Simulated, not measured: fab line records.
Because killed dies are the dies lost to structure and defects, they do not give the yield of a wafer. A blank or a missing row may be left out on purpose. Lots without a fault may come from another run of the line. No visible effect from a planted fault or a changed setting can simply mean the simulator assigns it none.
Matching of chambers | flow n5-finfet | 4 sister chambers for N5_FIN_SAQP_ETCH_67 on rie-diel-05
The step etches SiNx in CH3F/O2, target depth 30 nm. 8 wafers are shown with their chamber, then 8 later ones without.

WAFERS PAIRED WITH THEIR CHAMBERS
wafer  | chamber | showerhead-plenum-p-Torr (Torr) | rf-vpp-V (V)
L079.1 | 2       | 2.02                            | 297
L082.2 | 0       | 1.92                            | 301
L084.2 | 3       | 2.05                            | 309
L084.5 | 1       | 1.88                            | 298
L091.2 | 1       | 1.88                            | 297
L091.3 | 3       | 2.04                            | 306
L091.4 | 0       | 1.91                            | 300
L092.2 | 2       | 2.01                            | 294

WAFERS MISSING THEIR CHAMBER
wafer  | showerhead-plenum-p-Torr (Torr) | rf-vpp-V (V)
L092.5 | 1.91                            | 301
L092.6 | 2.01                            | 295
L093.2 | 2.01                            | 296
L093.4 | 2.01                            | 297
L093.5 | 1.87                            | 298
L096.1 | 2.01                            | 296
L096.3 | 2.04                            | 306
L096.4 | 1.87                            | 299

WHICH CHAMBER EACH ONE RAN IN
wafer  | from the rows above | in truth
L092.5 | 0                   | 0
L092.6 | 2                   | 2
L093.2 | 2                   | 2
L093.4 | 2                   | 2
L093.5 | 1                   | 1
L096.1 | 2                   | 2
L096.3 | 3                   | 3
L096.4 | 1                   | 1
8 of 8 placed correctly. Left unplaced by these rows: 0. 0 placed wrongly.
How it was worked out, from the rows above alone: a wafer's distance from a chamber is the root of the sum, over the readings, of the square of ((its reading less the chamber's mean) divided by the reading's scatter). The wafer belongs to the nearest chamber; if the next one is less than 2 further off, it can't be placed. For every chamber, the mean is computed from those of its wafers that are shown. The scatter: the root of (the sum of the squares of (reading less its chamber's mean) over the shown wafers, divided by (wafers less chambers)).
